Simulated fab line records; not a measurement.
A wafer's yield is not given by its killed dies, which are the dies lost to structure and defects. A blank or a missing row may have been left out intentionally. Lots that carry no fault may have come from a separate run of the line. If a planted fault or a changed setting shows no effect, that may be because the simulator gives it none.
Which tool did it? -- flow n5_finfet -- 33 wafers sampled from 11 lots at 1 step of a route of 1938

WHAT EACH GAUGE READ, for each wafer
N5_BEOL_M4_RC_MEAS_101.
lot,measured,on,DIBL_N (mV/V)
L650,day 11 22:34,prober-01,38.5 34.9 37.2
L651,day 12 00:50,prober-02,34.7 35.7 35.7
L652,day 12 05:21,prober-01,36.9 35.5 36.7
L653,day 12 12:19,prober-01,32.5 35.8 33.1
L654,day 12 18:04,prober-02,35.3 37.6 35.9
L661,day 14 04:01,prober-01,35.8 34.4 33.4
L663,day 15 03:25,prober-02,37.2 39.3 36.8
L664,day 15 04:00,prober-01,35.2 33.8 36.6
L665,day 15 06:22,prober-01,35.8 36.0 39.1
L667,day 15 08:19,prober-01,36.7 37.2 36.0
L668,day 15 11:02,prober-02,36.1 35.9 37.9

EACH LOT AND THE TOOL THAT RAN IT (in order: tool; ch and the chambers of the sampled wafers; start)
There is no process step in the record ahead of these readings.

THE ANSWER, worked out from the rows above alone
Rule: the usual values come from the lots themselves. Put in order of their means at a reading, lots are off if they are a third of the lots or fewer, leave a main group of 4 or more, and stand apart from it by a gap of 3 or more times the standard deviation of the main group's means; of several such gaps the widest counts. A main group is skipped when, at the precision printed for the reading in the tables above, its means are all equal. A lot without any number at a reading at which 4 lots or more have one is off too. Where the step has rows for the other lots, those lots are counted as sound.
None of the lots is off at any reading shown; this tells nothing.

WHAT HAD BEEN PUT IN BY THE SIMULATOR
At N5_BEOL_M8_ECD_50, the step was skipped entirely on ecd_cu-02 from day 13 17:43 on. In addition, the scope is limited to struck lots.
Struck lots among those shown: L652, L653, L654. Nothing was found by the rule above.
